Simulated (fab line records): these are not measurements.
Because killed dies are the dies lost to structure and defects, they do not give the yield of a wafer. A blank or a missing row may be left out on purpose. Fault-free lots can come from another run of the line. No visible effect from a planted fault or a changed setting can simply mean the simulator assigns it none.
Matching of chambers :: flow nand_harc :: NHARC_A_STAIRCASE_ETCH_253 on rie_diel-07: 4 sister chambers
The step etches the open film in C4F8/O2, target depth 50 nm, time 20.2 s. 4 wafers are shown with their chamber, then 9 later ones without.

== WAFERS WITH THEIR CHAMBER ==
wafer: L089.2
chamber: 2
rf_vpp_V (V): 902

wafer: L092.1
chamber: 0
rf_vpp_V (V): 890

wafer: L092.2
chamber: 3
rf_vpp_V (V): 891

wafer: L092.3
chamber: 1
rf_vpp_V (V): 888

== WAFERS MISSING THEIR CHAMBER ==
wafer: L091.1
rf_vpp_V (V): 888

wafer: L091.2
rf_vpp_V (V): 889

wafer: L091.3
rf_vpp_V (V): 891

wafer: L091.4
rf_vpp_V (V): 902

wafer: L091.5
rf_vpp_V (V): 890

wafer: L091.6
rf_vpp_V (V): 890

wafer: L096.1
rf_vpp_V (V): 893

wafer: L096.5
rf_vpp_V (V): 902

wafer: L096.6
rf_vpp_V (V): 887

== CHAMBER TAKEN BY EACH ==
wafer: L091.1
from the rows above: 1
in truth: 1

wafer: L091.2
from the rows above: can't be placed: 0 or 1 or 3
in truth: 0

wafer: L091.3
from the rows above: can't be placed: 3 or 0
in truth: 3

wafer: L091.4
from the rows above: 2
in truth: 2

wafer: L091.5
from the rows above: can't be placed: 0 or 3
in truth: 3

wafer: L091.6
from the rows above: can't be placed: 0 or 3
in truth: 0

wafer: L096.1
from the rows above: can't be placed: 3 or 0
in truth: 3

wafer: L096.5
from the rows above: 2
in truth: 2

wafer: L096.6
from the rows above: 1
in truth: 1
Placed correctly: 4 of 9. Unplaceable from these rows: 5, with the true chamber sitting among the candidates in 5. Number placed wrongly: 0.
How it was worked out, from the rows above alone: a wafer's distance from a chamber is the root of the sum, over the readings, of the square of ((its reading less the chamber's mean) divided by the reading's scatter). The wafer belongs to the nearest chamber; if the next one is less than 2 further off, it can't be placed. Each chamber's mean is taken over the wafers shown for it. The scatter: root of mean squared gap, hidden wafer to nearest shown wafer, with one shown wafer a chamber.
